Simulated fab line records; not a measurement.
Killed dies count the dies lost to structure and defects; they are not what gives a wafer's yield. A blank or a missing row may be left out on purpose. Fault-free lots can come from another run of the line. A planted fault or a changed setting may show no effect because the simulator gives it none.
Split-lot trial / flow n5-finfet / 21 wafers read across 7 lots, on a route 1938 steps long

## SPLIT DETAILS
At N5_BEOL_M10_DESCUM_16 (chemistry O2, time 7.9 s), the setting time-s was moved away from the recipe's 7.9 s on 8 of the 21 wafers read, by -21.5% to +20.1%. This setting was run at the recipe's value on the other wafers.

No step appears in the file between the split and the reading.

## THE READING
CAR-ArF_of_BEOL_M10_COAT_05.thk-nm (the simulator's own value, which no gauge read), in nm, at N5_BEOL_M10_ETCH_61 (etches SiARC in CF4, target depth 39 nm, time 65 s). There is no usual value for it anywhere in the file. The 13 wafers here that ran the recipe average 55.5 nm, standard deviation 0.22 nm.

wafer=L081.2; tool, chamber at the split=rie-diel-02, 0; time-s as run, s=7.9; against the recipe=recipe; CAR-ArF_of_BEOL_M10_COAT_05.thk-nm, nm=55.6; against lot-mates on the recipe=-
wafer=L081.4; tool, chamber at the split=rie-diel-02, 1; time-s as run, s=6.863; against the recipe=-13.1%; CAR-ArF_of_BEOL_M10_COAT_05.thk-nm, nm=55.8; against lot-mates on the recipe=+0.2
wafer=L081.5; tool, chamber at the split=rie-diel-02, 2; time-s as run, s=6.863; against the recipe=-13.1%; CAR-ArF_of_BEOL_M10_COAT_05.thk-nm, nm=56.4; against lot-mates on the recipe=+0.8
wafer=L082.1; tool, chamber at the split=rie-diel-05, 3; time-s as run, s=9.484; against the recipe=+20.1%; CAR-ArF_of_BEOL_M10_COAT_05.thk-nm, nm=54.4; against lot-mates on the recipe=-1.2
wafer=L082.4; tool, chamber at the split=rie-diel-05, 2; time-s as run, s=7.9; against the recipe=recipe; CAR-ArF_of_BEOL_M10_COAT_05.thk-nm, nm=55.6; against lot-mates on the recipe=-
wafer=L082.5; tool, chamber at the split=rie-diel-05, 2; time-s as run, s=9.484; against the recipe=+20.1%; CAR-ArF_of_BEOL_M10_COAT_05.thk-nm, nm=54.6; against lot-mates on the recipe=-1.0
wafer=L084.3; tool, chamber at the split=rie-diel-05, 2,1,2; time-s as run, s=6.203; against the recipe=-21.5%; CAR-ArF_of_BEOL_M10_COAT_05.thk-nm, nm=56.4; against lot-mates on the recipe=no lot-mate on the recipe
wafer=L084.5; tool, chamber at the split=rie-diel-05, 2,1,2; time-s as run, s=6.203; against the recipe=-21.5%; CAR-ArF_of_BEOL_M10_COAT_05.thk-nm, nm=56.4; against lot-mates on the recipe=no lot-mate on the recipe
wafer=L084.6; tool, chamber at the split=rie-diel-05, 2,1,2; time-s as run, s=6.203; against the recipe=-21.5%; CAR-ArF_of_BEOL_M10_COAT_05.thk-nm, nm=56.6; against lot-mates on the recipe=no lot-mate on the recipe
wafer=L088.1; tool, chamber at the split=rie-diel-02, 0; time-s as run, s=7.9; against the recipe=recipe; CAR-ArF_of_BEOL_M10_COAT_05.thk-nm, nm=55; against lot-mates on the recipe=-
wafer=L088.2; tool, chamber at the split=rie-diel-02, 2; time-s as run, s=7.9; against the recipe=recipe; CAR-ArF_of_BEOL_M10_COAT_05.thk-nm, nm=55.2; against lot-mates on the recipe=-
wafer=L088.5; tool, chamber at the split=rie-diel-02, 2; time-s as run, s=7.9; against the recipe=recipe; CAR-ArF_of_BEOL_M10_COAT_05.thk-nm, nm=55.4; against lot-mates on the recipe=-
wafer=L090.1; tool, chamber at the split=rie-diel-02, 3,2; time-s as run, s=7.9; against the recipe=recipe; CAR-ArF_of_BEOL_M10_COAT_05.thk-nm, nm=55.6; against lot-mates on the recipe=-
wafer=L090.2; tool, chamber at the split=rie-diel-02, 3,2; time-s as run, s=7.9; against the recipe=recipe; CAR-ArF_of_BEOL_M10_COAT_05.thk-nm, nm=55.8; against lot-mates on the recipe=-
wafer=L090.6; tool, chamber at the split=rie-diel-02, 2; time-s as run, s=6.355; against the recipe=-19.6%; CAR-ArF_of_BEOL_M10_COAT_05.thk-nm, nm=56.6; against lot-mates on the recipe=+0.9
wafer=L096.1; tool, chamber at the split=rie-diel-05, 1,0; time-s as run, s=7.9; against the recipe=recipe; CAR-ArF_of_BEOL_M10_COAT_05.thk-nm, nm=55.6; against lot-mates on the recipe=-
wafer=L096.2; tool, chamber at the split=rie-diel-05, 1,0; time-s as run, s=7.9; against the recipe=recipe; CAR-ArF_of_BEOL_M10_COAT_05.thk-nm, nm=55.6; against lot-mates on the recipe=-
wafer=L096.5; tool, chamber at the split=rie-diel-05, 3; time-s as run, s=7.9; against the recipe=recipe; CAR-ArF_of_BEOL_M10_COAT_05.thk-nm, nm=55.4; against lot-mates on the recipe=-
wafer=L097.3; tool, chamber at the split=rie-diel-06, 0; time-s as run, s=7.9; against the recipe=recipe; CAR-ArF_of_BEOL_M10_COAT_05.thk-nm, nm=55.4; against lot-mates on the recipe=-
wafer=L097.4; tool, chamber at the split=rie-diel-06, 2,0; time-s as run, s=7.9; against the recipe=recipe; CAR-ArF_of_BEOL_M10_COAT_05.thk-nm, nm=55.8; against lot-mates on the recipe=-
wafer=L097.6; tool, chamber at the split=rie-diel-06, 2,0; time-s as run, s=7.9; against the recipe=recipe; CAR-ArF_of_BEOL_M10_COAT_05.thk-nm, nm=55.6; against lot-mates on the recipe=-
Where a row lists several chambers, the file gives one row for several wafers and doesn't say which wafer went through which chamber.

FIT RESULTS
A straight line over all 21 wafers: CAR-ArF_of_BEOL_M10_COAT_05.thk-nm changes by -0.048 nm for each +1% of time-s; r = -0.94; the points scatter about the line by 0.22 nm.
The same after taking each lot's own level away (the mean of its wafers on the recipe; 18 wafers): -0.049 nm for each +1%; r = -0.94; scatter 0.17 nm.
On that fit, the largest move of time-s shifts the reading by 1.1 nm.
The span of the lots' own levels, 55.20 to 55.70 nm, comes to 2.3 times the standard deviation stated above.
The two slopes agree, so the slope changes little with the lot-to-lot level.
Check: with one of the wafers moved furthest among these (+20.1%) left out of the fit, the line predicts -0.925 nm for it against its lot-mates. Against them it came out at -1.2 nm.

## OTHER SPLITS ON THESE WAFERS
Other splits were also applied to these wafers ahead of the reading. Each is held against what the fit with the lots' levels taken away leaves over:
other split on the same wafers=N5_BEOL_M3_COAT_67 spin-rpm; wafers away from the commonest value=8; r with CAR-ArF_of_BEOL_M10_COAT_05.thk-nm (lot level and that fit taken away)=+0.02
other split on the same wafers=N5_BEOL_M4_DEP_57 time-s; wafers away from the commonest value=9; r with CAR-ArF_of_BEOL_M10_COAT_05.thk-nm (lot level and that fit taken away)=+0.01
other split on the same wafers=N5_BEOL_M5_COAT_66 spin-rpm; wafers away from the commonest value=8; r with CAR-ArF_of_BEOL_M10_COAT_05.thk-nm (lot level and that fit taken away)=+0.31
other split on the same wafers=N5_BEOL_M5_COAT_22 spin-rpm; wafers away from the commonest value=8; r with CAR-ArF_of_BEOL_M10_COAT_05.thk-nm (lot level and that fit taken away)=+0.00
other split on the same wafers=N5_BEOL_M6_ETCH_66 bias-w; wafers away from the commonest value=6; r with CAR-ArF_of_BEOL_M10_COAT_05.thk-nm (lot level and that fit taken away)=+0.29
other split on the same wafers=N5_BEOL_M7_DEP_56 time-s; wafers away from the commonest value=9; r with CAR-ArF_of_BEOL_M10_COAT_05.thk-nm (lot level and that fit taken away)=+0.14
other split on the same wafers=N5_BEOL_M8_COAT_63 spin-rpm; wafers away from the commonest value=8; r with CAR-ArF_of_BEOL_M10_COAT_05.thk-nm (lot level and that fit taken away)=-0.05
other split on the same wafers=N5_BEOL_M8_DESCUM_33 time-s; wafers away from the commonest value=8; r with CAR-ArF_of_BEOL_M10_COAT_05.thk-nm (lot level and that fit taken away)=+0.08

## THE WHOLE CHAIN: every reading that the file lists as answering this split, in the file's order
step=N5_BEOL_M10_DESCUM_16; what it does=chemistry O2, time 7.9 s; reading=CAR-ArF_of_BEOL_M10_COAT_05.thk-nm (the simulator's own value, which no gauge read); change (the file's fit)=-0.0505 nm for each +1% of the setting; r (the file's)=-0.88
step=N5_BEOL_M10_ETCH_61; what it does=etches SiARC in CF4, target depth 39 nm, time 65 s; reading=CAR-ArF_of_BEOL_M10_COAT_05.thk-nm (the simulator's own value, which no gauge read); change (the file's fit)=-0.0483 nm for each +1% of the setting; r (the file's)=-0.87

## THE FILE'S OWN FIT
CAR-ArF_of_BEOL_M10_COAT_05.thk-nm changes by -0.0483 nm for each +1% of time-s, r = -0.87.
